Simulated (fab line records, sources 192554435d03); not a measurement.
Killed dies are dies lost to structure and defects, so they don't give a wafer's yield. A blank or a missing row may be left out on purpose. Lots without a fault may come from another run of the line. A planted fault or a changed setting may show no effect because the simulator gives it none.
Chamber matching | flow n5_finfet | N5_BEOL_M1_ETCH_70 on rie_diel-02: 4 sister chambers
The step etches SOC in N2/H2, target depth 80 nm, overetch 16 nm, time 120 s. 22 wafers are shown with their chamber, then 11 later ones without.

WAFERS WITH THEIR CHAMBER
wafer  | chamber | drypump_motor_current_A (A) | throttle_valve_pct (%) | showerhead_plenum_p_Torr (Torr)
L076.1 | 2       | 5.6                         | 17.49                  | 2.53
L076.3 | 3       | 5.2                         | 18.14                  | 2.66
L076.6 | 1       | 4.9                         | 17.85                  | 2.60
L078.2 | 0       | 5.4                         | 18.03                  | 2.42
L078.4 | 2       | 5.6                         | 17.52                  | 2.53
L078.5 | 1       | 4.9                         | 17.85                  | 2.60
L081.1 | 3       | 5.2                         | 18.15                  | 2.66
L081.4 | 2       | 5.6                         | 17.51                  | 2.53
L081.5 | 1       | 4.9                         | 17.85                  | 2.60
L088.1 | 3       | 5.2                         | 18.20                  | 2.65
L088.4 | 0       | 5.4                         | 17.61                  | 2.74
L088.5 | 1       | 5.0                         | 17.45                  | 2.60
L091.3 | 3       | 5.2                         | 18.20                  | 2.65
L091.4 | 0       | 5.4                         | 17.62                  | 2.74
L091.6 | 2       | 5.6                         | 17.55                  | 2.52
L092.3 | 3       | 5.2                         | 18.19                  | 2.65
L092.4 | 2       | 5.6                         | 17.56                  | 2.52
L092.6 | 3       | 5.2                         | 18.19                  | 2.65
L093.3 | 1       | 4.9                         | 17.45                  | 2.60
L093.4 | 0       | 5.4                         | 17.63                  | 2.73
L093.6 | 0       | 5.4                         | 17.61                  | 2.73
L094.1 | 3       | 5.2                         | 18.20                  | 2.65

SIGNATURES (means of the wafers above)
reading                  | chamber 0 | chamber 1 | chamber 2 | chamber 3 | scatter within a chamber
drypump_motor_current_A  | 5.400     | 4.920     | 5.600     | 5.200     | 0.0211
throttle_valve_pct       | 17.7000   | 17.6900   | 17.5260   | 18.1814   | 0.137
showerhead_plenum_p_Torr | 2.6720    | 2.6000    | 2.5260    | 2.6529    | 0.0666
Rule: a wafer's distance from a chamber is the root of the sum, over the readings, of the square of ((its reading less the chamber's mean) divided by the reading's scatter). The wafer belongs to the nearest chamber; if the next one is less than 2 further off, it can't be placed. The scatter: the root of (the sum of the squares of (reading less its chamber's mean) over the shown wafers, divided by (wafers less chambers)).

WAFERS WITHOUT THEIR CHAMBER
wafer  | drypump_motor_current_A (A) | throttle_valve_pct (%) | showerhead_plenum_p_Torr (Torr)
L094.5 | 5.4                         | 17.63                  | 2.73
L094.6 | 4.9                         | 17.44                  | 2.60
L095.2 | 5.4                         | 17.62                  | 2.73
L095.4 | 5.1                         | 18.20                  | 2.65
L095.6 | 4.9                         | 17.46                  | 2.59
L096.1 | 5.3                         | 17.63                  | 2.73
L096.5 | 5.2                         | 18.20                  | 2.64
L096.6 | 5.6                         | 17.57                  | 2.52
L097.1 | 5.3                         | 17.64                  | 2.73
L097.2 | 4.9                         | 17.48                  | 2.59
L097.3 | 5.6                         | 17.56                  | 2.52

WHICH CHAMBER EACH WENT THROUGH
wafer  | from the rows above     | in truth
L094.5 | 0                       | 0
L094.6 | 1                       | 1
L095.2 | 0                       | 0
L095.4 | 3                       | 3
L095.6 | 1                       | 1
L096.1 | can't be placed: 0 or 3 | 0
L096.5 | 3                       | 3
L096.6 | 2                       | 2
L097.1 | can't be placed: 0 or 3 | 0
L097.2 | 1                       | 1
L097.3 | 2                       | 2
Placed correctly: 9 of 11. Can't be placed from these rows: 2 (the true chamber is among the candidates in 2). Placed wrongly: 0.
